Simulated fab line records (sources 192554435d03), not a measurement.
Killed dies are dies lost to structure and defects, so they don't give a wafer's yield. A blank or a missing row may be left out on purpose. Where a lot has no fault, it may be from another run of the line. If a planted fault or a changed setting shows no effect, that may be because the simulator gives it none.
Split-lot study -- flow n5 finfet -- route with 1938 steps; 7 lots, 21 wafers read

## ON THE SPLIT
At N5_BEOL_M1_EXPOSE_25 (exposes mask V0, defocus 5 nm, target cd 24 nm), the setting dose mj was moved away from the recipe's 63 on 6 of the 21 wafers read, by -3.2% to +6.2%. All remaining wafers had this setting at the recipe value.

## FROM THE SPLIT TO THE READING: what the file shows between them, 10 steps
- N5_BEOL_M1_PEB_26: peb time 60 s
- N5_BEOL_M1_DEVELOP_27: develop time 30 s
- N5_BEOL_M1_DESCUM_33: chemistry O2, time 7 s
- N5_BEOL_M1_ETCH_77: etches underlayer in N2/H2, target depth 6.5 nm, time 5.2 s
- N5_BEOL_M1_ETCH_69: etches SiARC in CF4, target depth 15.6 nm, time 26 s
- N5_BEOL_M1_ALD_98: deposits SiO2, target thk 2.5 nm, pulse time 1 s, co reactant pulse time 1 s (also split here: temp c)
- N5_BEOL_M1_ETCHBACK_99: etches SiO2 in CHF3, target depth 5 nm, time 10.4 s
- N5_BEOL_M1_ETCH_70: etches SOC in N2/H2, target depth 80 nm, overetch 16 nm, time 120 s
- N5_BEOL_M1_STRIP_71: strips in N2/H2
- N5_BEOL_M1_STRIP_78: strips in N2/H2

## THE READING
BEOL_M1.cd nm (the simulator's own value, which no gauge read), in nm, at N5_BEOL_M1_VIA_ETCH_34 (etches the open film in C4F6/O2, target depth 67.8 nm, time 64.4 s). No usual value for it is given in the file. Average 18.1 nm, standard deviation 0.36 nm, over the 15 wafers here run with the recipe.

wafer,"tool, chamber at the split",dose mj as run,against the recipe,"BEOL_M1.cd nm, nm",against lot-mates on the recipe
L079.2,"euv scanner-02, 0",63,recipe,18.2,-
L079.5,"euv scanner-02, 0",63,recipe,18.2,-
L079.4,"euv scanner-02, 0",63,recipe,18.8,-
L081.3,"euv scanner-01, 0",63,recipe,18.4,-
L081.5,"euv scanner-01, 0",63,recipe,18.4,-
L081.4,"euv scanner-01, 0",65.95,+4.7%,19,+0.6
L082.1,"euv scanner-01, 0",63,recipe,17.6,-
L082.4,"euv scanner-01, 0",64.72,+2.7%,18.6,+0.9
L082.5,"euv scanner-01, 0",63,recipe,17.8,-
L083.1,"euv scanner-01, 0",63,recipe,18.2,-
L083.3,"euv scanner-01, 0",63,recipe,18.2,-
L083.5,"euv scanner-01, 0",63,recipe,18.2,-
L088.2,"euv scanner-02, 0",63,recipe,17.8,-
L088.3,"euv scanner-02, 0",63,recipe,17.8,-
L088.6,"euv scanner-02, 0",66.89,+6.2%,19,+1.2
L089.4,"euv scanner-02, 0",63,recipe,18.4,-
L089.5,"euv scanner-02, 0",63,recipe,18.4,-
L089.6,"euv scanner-02, 0",60.97,-3.2%,17.6,-0.8
L091.3,"euv scanner-01, 0",65.66,+4.2%,19,+1.6
L091.4,"euv scanner-01, 0",65.66,+4.2%,18.4,+1.0
L091.6,"euv scanner-01, 0",63,recipe,17.4,-

FIT RESULTS
A straight line over all 21 wafers: BEOL_M1.cd nm changes by +0.154 nm for each +1% of dose mj; r = +0.72; the points scatter about the line by 0.33 nm.
The same after taking each lot's own level away (the mean of its wafers on the recipe; 21 wafers): +0.23 nm for each +1%; r = +0.91; scatter 0.23 nm.
On that fit, the largest move of dose mj shifts the reading by 1.4 nm.
From 17.40 to 18.40 nm: that is the span of the lots' own levels, equal to 2.8 times the standard deviation above.
So the lot-to-lot level blurs the effect unless lot-mates are compared.
Check: for one of the wafers moved furthest among these (+6.2%), held out of the fit, the line's prediction against its lot-mates is +1.54 nm. Against them it came out at +1.2 nm.

## OTHER SPLITS APPLIED TO THESE WAFERS
Other splits were also applied to these wafers ahead of the reading. Each is held against what the fit with the lots' levels taken away leaves over:
other split on the same wafers,wafers away from the commonest value,r with BEOL_M1.cd nm (lot level and that fit taken away)
N5_BEOL_M0_SAQP_SPACER1_ALD_98 ald cycles,6,-0.11
N5_BEOL_M1_ETCH_64 source w,9,+0.43
N5_BEOL_M1_COAT_68 spin rpm,7,+0.33
N5_BEOL_M1_ALD_98 temp c,4,-0.42

## THE FILE'S OWN FIT
BEOL_M1.cd nm changes by +0.217 nm for each +1% of dose mj, r = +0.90.
